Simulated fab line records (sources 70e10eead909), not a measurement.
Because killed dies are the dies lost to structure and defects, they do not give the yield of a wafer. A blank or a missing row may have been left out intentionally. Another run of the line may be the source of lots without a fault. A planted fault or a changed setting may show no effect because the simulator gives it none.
Chamber matching :: flow nand harc :: NHARC_P_ZERO_WELL_DESCUM_26 on rie diel-06: 4 sister chambers
The step chemistry O2, time 3 s. 16 wafers are shown with their chamber, then 8 later ones without.

== EACH WAFER AND ITS CHAMBER ==
wafer: L079.1
chamber: 0
drypump motor current A (A): 4.99
oes product au (a.u.): 1.004
showerhead plenum p Torr (Torr): 1.77

wafer: L079.2
chamber: 3
drypump motor current A (A): 5.94
oes product au (a.u.): 1.004
showerhead plenum p Torr (Torr): 1.98

wafer: L079.3
chamber: 1
drypump motor current A (A): 5.28
oes product au (a.u.): 1.020
showerhead plenum p Torr (Torr): 1.92

wafer: L081.2
chamber: 0
drypump motor current A (A): 4.99
oes product au (a.u.): 0.996
showerhead plenum p Torr (Torr): 1.77

wafer: L081.3
chamber: 1
drypump motor current A (A): 5.24
oes product au (a.u.): 1.008
showerhead plenum p Torr (Torr): 1.92

wafer: L081.5
chamber: 3
drypump motor current A (A): 5.92
oes product au (a.u.): 1.004
showerhead plenum p Torr (Torr): 1.98

wafer: L084.1
chamber: 0
drypump motor current A (A): 5.01
oes product au (a.u.): 0.982
showerhead plenum p Torr (Torr): 1.77

wafer: L084.3
chamber: 3
drypump motor current A (A): 5.95
oes product au (a.u.): 0.988
showerhead plenum p Torr (Torr): 1.97

wafer: L084.6
chamber: 0
drypump motor current A (A): 5.00
oes product au (a.u.): 0.987
showerhead plenum p Torr (Torr): 1.77

wafer: L088.1
chamber: 3
drypump motor current A (A): 5.96
oes product au (a.u.): 1.018
showerhead plenum p Torr (Torr): 1.97

wafer: L088.2
chamber: 0
drypump motor current A (A): 5.01
oes product au (a.u.): 0.984
showerhead plenum p Torr (Torr): 2.07

wafer: L088.5
chamber: 0
drypump motor current A (A): 5.01
oes product au (a.u.): 0.971
showerhead plenum p Torr (Torr): 2.07

wafer: L091.1
chamber: 2
drypump motor current A (A): 5.42
oes product au (a.u.): 0.995
showerhead plenum p Torr (Torr): 1.86

wafer: L091.2
chamber: 0
drypump motor current A (A): 5.01
oes product au (a.u.): 0.978
showerhead plenum p Torr (Torr): 2.07

wafer: L091.3
chamber: 3
drypump motor current A (A): 5.91
oes product au (a.u.): 1.004
showerhead plenum p Torr (Torr): 1.96

wafer: L092.4
chamber: 3
drypump motor current A (A): 5.95
oes product au (a.u.): 0.992
showerhead plenum p Torr (Torr): 1.96

SIGNATURES, as means of the wafers listed above
reading: drypump motor current A
chamber 0: 5.0029
chamber 1: 5.2600
chamber 2: 5.4200
chamber 3: 5.9383
scatter within a chamber: 0.0164

reading: oes product au
chamber 0: 0.98600
chamber 1: 1.01400
chamber 2: 0.99500
chamber 3: 1.00167
scatter within a chamber: 0.0107

reading: showerhead plenum p Torr
chamber 0: 1.8986
chamber 1: 1.9200
chamber 2: 1.8600
chamber 3: 1.9700
scatter within a chamber: 0.114
Rule: a wafer lies at a distance from a chamber equal to the root of the sum of squares, over the readings, of (its reading less the chamber's mean, divided by the reading's scatter). The wafer belongs to the nearest chamber; if the next one is less than 2 further off, it can't be placed. The scatter: take each reading less its chamber's mean, square it, sum over the shown wafers, divide by the number of wafers less the number of chambers, and take the root.

== WAFERS WITH NO CHAMBER GIVEN ==
wafer: L092.5
drypump motor current A (A): 5.93
oes product au (a.u.): 1.007
showerhead plenum p Torr (Torr): 1.96

wafer: L092.6
drypump motor current A (A): 5.40
oes product au (a.u.): 0.994
showerhead plenum p Torr (Torr): 1.86

wafer: L093.2
drypump motor current A (A): 5.41
oes product au (a.u.): 1.002
showerhead plenum p Torr (Torr): 1.86

wafer: L093.3
drypump motor current A (A): 5.93
oes product au (a.u.): 1.003
showerhead plenum p Torr (Torr): 1.96

wafer: L093.6
drypump motor current A (A): 5.42
oes product au (a.u.): 1.005
showerhead plenum p Torr (Torr): 1.86

wafer: L094.1
drypump motor current A (A): 5.03
oes product au (a.u.): 0.973
showerhead plenum p Torr (Torr): 2.07

wafer: L094.3
drypump motor current A (A): 5.94
oes product au (a.u.): 1.008
showerhead plenum p Torr (Torr): 1.96

wafer: L094.4
drypump motor current A (A): 5.42
oes product au (a.u.): 1.012
showerhead plenum p Torr (Torr): 1.86

== WHICH CHAMBER EACH ONE RAN IN ==
wafer: L092.5
from the rows above: 3
in truth: 3

wafer: L092.6
from the rows above: 2
in truth: 2

wafer: L093.2
from the rows above: 2
in truth: 2

wafer: L093.3
from the rows above: 3
in truth: 3

wafer: L093.6
from the rows above: 2
in truth: 2

wafer: L094.1
from the rows above: 0
in truth: 0

wafer: L094.3
from the rows above: 3
in truth: 3

wafer: L094.4
from the rows above: 2
in truth: 2
Correct placement for 8 of the 8. Not placeable from these rows: 0. Placed wrongly: 0.
